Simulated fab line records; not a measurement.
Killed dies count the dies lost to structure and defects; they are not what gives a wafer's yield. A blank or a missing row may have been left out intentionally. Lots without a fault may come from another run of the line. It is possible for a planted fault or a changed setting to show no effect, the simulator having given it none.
Chamber matching :: flow n5 finfet :: N5_STI_FIN_REVEAL_CMP_04 on cmp-02: 4 sister chambers
The step polishes, stops on Si3N4, t overpolish 4 s, target thk 131.83 nm. 8 wafers are shown with their chamber, then 9 later ones without.

## WAFERS WITH THEIR CHAMBER
wafer: L074.5
chamber: 1
motor current A (A): 9.1
time to endpoint s (s): 108

wafer: L079.3
chamber: 0
motor current A (A): 7.6
time to endpoint s (s): 96

wafer: L083.2
chamber: 2
motor current A (A): 7.5
time to endpoint s (s): 106

wafer: L083.5
chamber: 0
motor current A (A): 7.2
time to endpoint s (s): 104

wafer: L083.6
chamber: 3
motor current A (A): 8.3
time to endpoint s (s): 106

wafer: L084.1
chamber: 3
motor current A (A): 8.6
time to endpoint s (s): 107

wafer: L084.3
chamber: 1
motor current A (A): 8.8
time to endpoint s (s): 109

wafer: L084.5
chamber: 2
motor current A (A): 7.8
time to endpoint s (s): 103

## WAFERS WITH NO CHAMBER GIVEN
wafer: L087.1
motor current A (A): 7.7
time to endpoint s (s): 101

wafer: L087.4
motor current A (A): 9.0
time to endpoint s (s): 104

wafer: L087.5
motor current A (A): 7.4
time to endpoint s (s): 99

wafer: L089.1
motor current A (A): 8.2
time to endpoint s (s): 105

wafer: L089.4
motor current A (A): 7.4
time to endpoint s (s): 105

wafer: L089.6
motor current A (A): 7.6
time to endpoint s (s): 106

wafer: L097.2
motor current A (A): 8.6
time to endpoint s (s): 102

wafer: L097.3
motor current A (A): 7.9
time to endpoint s (s): 100

wafer: L097.5
motor current A (A): 8.4
time to endpoint s (s): 104

## WHICH CHAMBER EACH WENT THROUGH
wafer: L087.1
from the rows above: can't be placed: 2 or 0
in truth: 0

wafer: L087.4
from the rows above: can't be placed: 1 or 3
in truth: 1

wafer: L087.5
from the rows above: can't be placed: 0 or 2
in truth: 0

wafer: L089.1
from the rows above: can't be placed: 3 or 2
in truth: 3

wafer: L089.4
from the rows above: can't be placed: 2 or 0
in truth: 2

wafer: L089.6
from the rows above: can't be placed: 2 or 0
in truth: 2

wafer: L097.2
from the rows above: can't be placed: 3 or 1
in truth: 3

wafer: L097.3
from the rows above: can't be placed: 2 or 0 or 3
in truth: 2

wafer: L097.5
from the rows above: can't be placed: 3 or 1
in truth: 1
Correctly placed: 0 of 9. These rows do not allow placing 9 (true chamber among the candidates in 9). Placed wrongly: 0.
How it was worked out, from the rows above alone: a wafer's distance from a chamber is the root of the sum, over the readings, of the square of ((its reading less the chamber's mean) divided by the reading's scatter). If the next closest chamber is less than 2 further off than the closest, the wafer can't be placed; otherwise it belongs to the closest. The mean given for a chamber averages the wafers shown for that chamber. The scatter is the square root of a quotient: the sum, over the shown wafers, of each reading's squared deviation from its chamber's mean, divided by wafers minus chambers.
